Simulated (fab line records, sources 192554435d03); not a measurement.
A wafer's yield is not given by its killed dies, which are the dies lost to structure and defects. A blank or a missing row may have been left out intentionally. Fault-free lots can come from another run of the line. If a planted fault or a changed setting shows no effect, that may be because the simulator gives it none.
Comparing a struck lot with a sound one || flow n5_finfet || 16 steps out of a route of 1938
Sound: the wafers L541.1, L541.2, L541.5. Wafers struck: L559.1, L559.2, L559.3. The cause is given at the end.
At each step with rows: each side's tool, then ch and its chambers, then its first start. Under that, the readings that differ: sound wafers || struck wafers || difference of the means || sigmas: that difference in standard deviations of wafers without a fault.
alike: a reading whose means differ by less than 2 such deviations, as well as words and numbers matching on both sides. not compared: withheld readings; readings where some wafer has no value; bounds like >300 that might hide an equal value; numbers whose values overlap and for which the record gives no deviation.
A row with sigmas, a row that says differs or no value, or rows on one side alone: a step with any of these is where the two part. Numbers that have no deviation but don't overlap get no sigmas and don't part them. A reading missing from all wafers of one side parts the sides only when that side holds two or more wafers.

first, 4 steps without rows for these wafers: N5_FIN_SAQP_SOFTBAKE_11 (time 60 s); N5_FIN_SAQP_EXPOSE_13 (exposes mask FIN CORE, target cd 35.6 nm); N5_FIN_SAQP_PEB_14 (peb time 60 s); N5_FIN_SAQP_DEVELOP_15 (develop time 30 s).
N5_FIN_SAQP_CD_MEAS_16: target cd 35.6 nm.
  sound on cd_sem-03 ch 0, day 2 11:17; struck on cd_sem-02 ch 0, day 6 21:42
  alike: cd_nm
N5_FIN_SAQP_OVL_MEAS_17:
  sound on overlay-01 ch 0, day 2 11:20; struck on overlay-01 ch 0, day 6 21:44
{"reading": "FIN_CORE_OVL (nm)", "sound": "-0.3 -3.1 -1.1", "struck": "1.0 0.7 -0.2", "difference": "+2.0", "sigmas": "+2"}
N5_FIN_SAQP_INSPECT_18: inspects for defects (brightfield).
  sound on defect_inspect-01, day 2 11:22; struck on defect_inspect-01, day 6 21:46
  alike: raw_defect_count
N5_FIN_SAQP_DESCUM_21: chemistry O2, time 7.9 s.
  sound on rie_diel-03 ch 0,1,2, day 2 11:23; struck on rie_diel-02 ch 0,1,2, day 6 22:20
  alike: drypump_motor_current_A, oes_product_au, rf_vpp_V, showerhead_plenum_p_Torr, throttle_valve_pct
  not compared: rf_hours_counter_h
N5_FIN_SAQP_ETCH_51: etches SiARC in CF4, target depth 45.5 nm, time 75.8 s.
  sound on rie_diel-03 ch 0,1,2, day 2 11:26; struck on rie_diel-02 ch 0,1,2, day 6 22:22
  alike: drypump_motor_current_A, etch_rf_on_time_s, mfc_ar_sccm, oes_product_au, rf_vpp_V, showerhead_plenum_p_Torr, throttle_valve_pct
  not compared: rf_hours_counter_h
N5_FIN_SAQP_ETCH_52: etches SOC in N2/H2, target depth 100 nm, overetch 20 nm, time 150 s.
  sound on rie_diel-03 ch 0,1,2, day 2 11:29; struck on rie_diel-02 ch 0,1,2, day 6 22:25
  alike: drypump_motor_current_A, h2_flow_sccm, oes_product_au, rf_vpp_V, showerhead_plenum_p_Torr, throttle_valve_pct
  not compared: rf_hours_counter_h
then, 1 step without rows for these wafers: N5_FIN_SAQP_STRIP_53 (strips in N2/H2).
N5_FIN_SAQP_HM_OPEN_73: chemistry CHF3/O2, target SiO2, stops on a-Si, target depth 12 nm, time 16.8 s.
  sound on rie_diel-03 ch 0,1,2, day 2 11:35; struck on rie_diel-02 ch 0,1,2, day 6 22:32
  alike: drypump_motor_current_A, mfc_ar_sccm, oes_product_au, rf_vpp_V, showerhead_plenum_p_Torr, throttle_valve_pct
  not compared: rf_hours_counter_h
N5_FIN_SAQP_STRIP_74: strips in CHF3/O2.
  sound on rie_diel-03 ch 0,1,2, day 2 11:38; struck on rie_diel-02 ch 0,1,2, day 6 22:35
{"reading": "model.SiARC_of_FIN_SAQP_COAT_50.thk_nm (nm)", "sound": "0 0 0", "struck": "4.714 3.558 3.482", "difference": "+3.918", "sigmas": ""}
N5_FIN_SAQP_MANDREL_ETCH_22: etches a-Si in HBr/Cl2, stops on SiNx, target depth 60 nm, bt time 10 s, time 30 s.
  sound on rie_si-02 ch 0,3, day 2 11:40; struck on rie_si-04 ch 0,2,3, day 6 22:37
{"reading": "throttle_valve_pct (%)", "sound": "35.00 35.34 35.30", "struck": "35.86 36.23 35.50", "difference": "+0.65", "sigmas": "+2"}
  alike: drypump_motor_current_A, oes_product_au
  not compared: rf_hours_counter_h
-- record jumps: 8 days separate the struck wafers' starts on either side; left off in module FIN_SAQP, taken up again in module BEOL_M4, whose first shown step is the route's number 1111 --
N5_BEOL_M4_RC_MEAS_101:
  sound on prober-02 ch 0, day 9 16:07; struck on prober-02 ch 0, day 14 15:21
  alike: DIBL_N, DIBL_P, IOFF_N, IOFF_P, ION_N, ION_P, SS_N, SS_P, VT_N, VT_P
-- record jumps: 5 days separate the struck wafers' starts on either side; left off in module BEOL_M4, taken up again in module PASSIVATION, whose first shown step is the route's number 1936 --
N5_PASSIVATION_PROBE_49:
  sound on prober-01, day 13 21:08; struck on prober-02, day 19 04:01
{"reading": "sort_bin_4_leakage (%)", "sound": "0 0.76 0", "struck": "0 0 0", "difference": "+0", "sigmas": -4}
  alike: defect_limited_yield, killed_at_M0_to_M3, killed_at_M4_up, killed_at_contacts, killed_at_front_end, killed_at_other, killed_dies, killed_open, killed_short, sort_bin_5_function, sort_bin_6_memory, sort_bin_8_speed, sort_n_pass, sort_yield_pct

## WHERE THEY PART
Earliest at N5_FIN_SAQP_OVL_MEAS_17; latest, in this record, at N5_PASSIVATION_PROBE_49.

WHY: what had been put in by the simulator
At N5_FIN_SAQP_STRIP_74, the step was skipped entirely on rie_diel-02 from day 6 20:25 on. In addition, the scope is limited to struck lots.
